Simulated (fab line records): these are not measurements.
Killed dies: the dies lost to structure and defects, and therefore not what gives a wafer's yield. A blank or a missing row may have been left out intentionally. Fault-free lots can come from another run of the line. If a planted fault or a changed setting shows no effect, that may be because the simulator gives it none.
Chamber matching / flow n5-finfet / N5_BEOL_M3_PRE_CLEAN_60 on cvd-co-02: 3 sister chambers
The step time 15 s. 6 wafers are shown with their chamber, then 11 later ones without.

WAFERS, EACH WITH ITS CHAMBER
wafer=L085.6; chamber=0; heater-power-w (W)=133
wafer=L086.4; chamber=2; heater-power-w (W)=85
wafer=L090.1; chamber=1; heater-power-w (W)=52
wafer=L090.3; chamber=0; heater-power-w (W)=132
wafer=L090.5; chamber=1; heater-power-w (W)=53
wafer=L092.1; chamber=2; heater-power-w (W)=86

WAFERS WHOSE CHAMBER IS MISSING
wafer=L092.2; heater-power-w (W)=131
wafer=L092.5; heater-power-w (W)=135
wafer=L095.1; heater-power-w (W)=133
wafer=L095.3; heater-power-w (W)=53
wafer=L095.4; heater-power-w (W)=134
wafer=L096.1; heater-power-w (W)=131
wafer=L096.2; heater-power-w (W)=53
wafer=L096.3; heater-power-w (W)=83
wafer=L097.1; heater-power-w (W)=54
wafer=L097.4; heater-power-w (W)=54
wafer=L097.5; heater-power-w (W)=86

EACH ONE'S CHAMBER
wafer=L092.2; from the rows above=0; in truth=0
wafer=L092.5; from the rows above=0; in truth=0
wafer=L095.1; from the rows above=0; in truth=0
wafer=L095.3; from the rows above=1; in truth=1
wafer=L095.4; from the rows above=0; in truth=0
wafer=L096.1; from the rows above=0; in truth=0
wafer=L096.2; from the rows above=1; in truth=1
wafer=L096.3; from the rows above=2; in truth=2
wafer=L097.1; from the rows above=1; in truth=1
wafer=L097.4; from the rows above=1; in truth=1
wafer=L097.5; from the rows above=2; in truth=2
Correct placement for 11 of the 11. Not placeable from these rows: 0. Placed wrongly: 0.
How it was worked out, from the rows above alone: a wafer's distance from a chamber is the root of the sum, over the readings, of the square of ((its reading less the chamber's mean) divided by the reading's scatter). The wafer belongs to the nearest chamber; if the next one is less than 2 further off, it can't be placed. For every chamber, the mean is computed from those of its wafers that are shown. The scatter: take each reading less its chamber's mean, square it, sum over the shown wafers, divide by the number of wafers less the number of chambers, and take the root.
